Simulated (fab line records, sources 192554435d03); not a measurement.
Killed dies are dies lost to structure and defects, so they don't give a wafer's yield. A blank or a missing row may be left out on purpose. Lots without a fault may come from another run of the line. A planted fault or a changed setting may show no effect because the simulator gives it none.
Chamber matching | flow n5_finfet | N5_BEOL_M5_DESCUM_16 on rie_diel-06: 4 sister chambers
The step chemistry O2, time 7 s. 4 wafers are shown with their chamber, then 12 later ones without.

WAFERS WITH THEIR CHAMBER
wafer  | chamber | showerhead_plenum_p_Torr (Torr)
L086.5 | 1       | 2.13
L086.6 | 2       | 2.13
L092.5 | 3       | 2.20
L092.6 | 0       | 2.06

WAFERS WITHOUT THEIR CHAMBER
wafer  | showerhead_plenum_p_Torr (Torr)
L093.2 | 2.20
L093.4 | 2.13
L093.6 | 2.06
L095.2 | 2.20
L095.4 | 2.13
L095.6 | 2.12
L096.1 | 2.05
L096.2 | 2.13
L096.6 | 2.05
L097.2 | 2.20
L097.3 | 2.12
L097.5 | 2.12

WHICH CHAMBER EACH WENT THROUGH
wafer  | from the rows above     | in truth
L093.2 | 3                       | 3
L093.4 | can't be placed: 1 or 2 | 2
L093.6 | 0                       | 0
L095.2 | 3                       | 3
L095.4 | can't be placed: 1 or 2 | 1
L095.6 | can't be placed: 1 or 2 | 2
L096.1 | 0                       | 0
L096.2 | can't be placed: 1 or 2 | 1
L096.6 | 0                       | 0
L097.2 | 3                       | 3
L097.3 | can't be placed: 1 or 2 | 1
L097.5 | can't be placed: 1 or 2 | 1
Placed correctly: 6 of 12. Can't be placed from these rows: 6 (the true chamber is among the candidates in 6). Placed wrongly: 0.
How it was worked out, from the rows above alone: a wafer's distance from a chamber is the root of the sum, over the readings, of the square of ((its reading less the chamber's mean) divided by the reading's scatter). The wafer belongs to the nearest chamber; if the next one is less than 2 further off, it can't be placed. A chamber's mean is the mean of its shown wafers. The scatter: with one shown wafer a chamber, the root of the mean of the squares of how far each hidden wafer lies from its nearest shown one.
